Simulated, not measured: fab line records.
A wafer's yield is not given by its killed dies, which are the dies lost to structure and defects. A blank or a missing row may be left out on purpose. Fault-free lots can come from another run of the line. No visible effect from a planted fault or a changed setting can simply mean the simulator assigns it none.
Chamber matching    flow n5Finfet    4 sister chambers for N5_BEOL_M10_DESCUM_33 on rieDiel-03
The step chemistry O2, time 7.9 s. 18 wafers are shown with their chamber, then 9 later ones without.

== EACH WAFER AND ITS CHAMBER ==
wafer   chamber  drypumpMotorCurrentA (A)  throttleValvePct (%)  showerheadPlenumPTorr (Torr)
L076.1  1        5.1                       20.29                 2.13
L076.4  0        6.4                       20.51                 2.06
L076.6  2        5.6                       19.84                 2.11
L077.1  2        5.6                       19.84                 2.11
L077.4  1        5.1                       20.31                 2.13
L077.5  0        6.4                       20.50                 2.06
L080.2  3        5.4                       20.48                 2.06
L080.4  0        6.4                       20.50                 2.06
L080.5  2        5.6                       19.85                 2.11
L083.1  3        5.4                       20.50                 2.06
L083.4  1        5.1                       20.31                 2.12
L083.5  0        6.3                       20.51                 2.05
L089.2  2        5.7                       19.87                 2.10
L089.4  0        6.4                       20.53                 2.05
L089.6  2        5.6                       19.88                 2.10
L090.2  2        5.6                       19.90                 2.10
L090.3  3        5.4                       20.52                 2.06
L090.6  1        5.1                       20.34                 2.12

SIGNATURES (averages over the wafers above)
reading                chamber 0  chamber 1  chamber 2  chamber 3  scatter within a chamber
drypumpMotorCurrentA   6.380      5.100      5.617      5.400      0.0342
throttleValvePct       20.5100    20.3125    19.8633    20.5000    0.02
showerheadPlenumPTorr  2.0560     2.1250     2.1050     2.0600     0.00514
Rule: for each reading, subtract the chamber's mean from the wafer's reading, divide by that reading's scatter and square the result; add these up over the readings and take the root, which gives the wafer's distance from the chamber. If the next closest chamber is less than 2 further off than the closest, the wafer can't be placed; otherwise it belongs to the closest. The scatter: the root of (the sum of the squares of (reading less its chamber's mean) over the shown wafers, divided by (wafers less chambers)).

== WAFERS WITHOUT THEIR CHAMBER ==
wafer   drypumpMotorCurrentA (A)  throttleValvePct (%)  showerheadPlenumPTorr (Torr)
L091.1  6.4                       20.54                 2.05
L091.3  5.1                       20.33                 2.12
L091.6  6.4                       20.54                 2.05
L092.2  5.1                       20.34                 2.12
L092.4  5.4                       20.52                 2.05
L092.5  5.1                       20.33                 2.12
L096.2  5.4                       20.54                 2.05
L096.3  5.1                       20.38                 2.11
L096.5  5.4                       20.54                 2.05

== WHICH CHAMBER EACH ONE RAN IN ==
wafer   from the rows above  in truth
L091.1  0                    0
L091.3  1                    1
L091.6  0                    0
L092.2  1                    1
L092.4  3                    3
L092.5  1                    1
L096.2  3                    3
L096.3  1                    1
L096.5  3                    3
Correct placement for 9 of the 9. Not placeable from these rows: 0. Wrongly placed: 0.
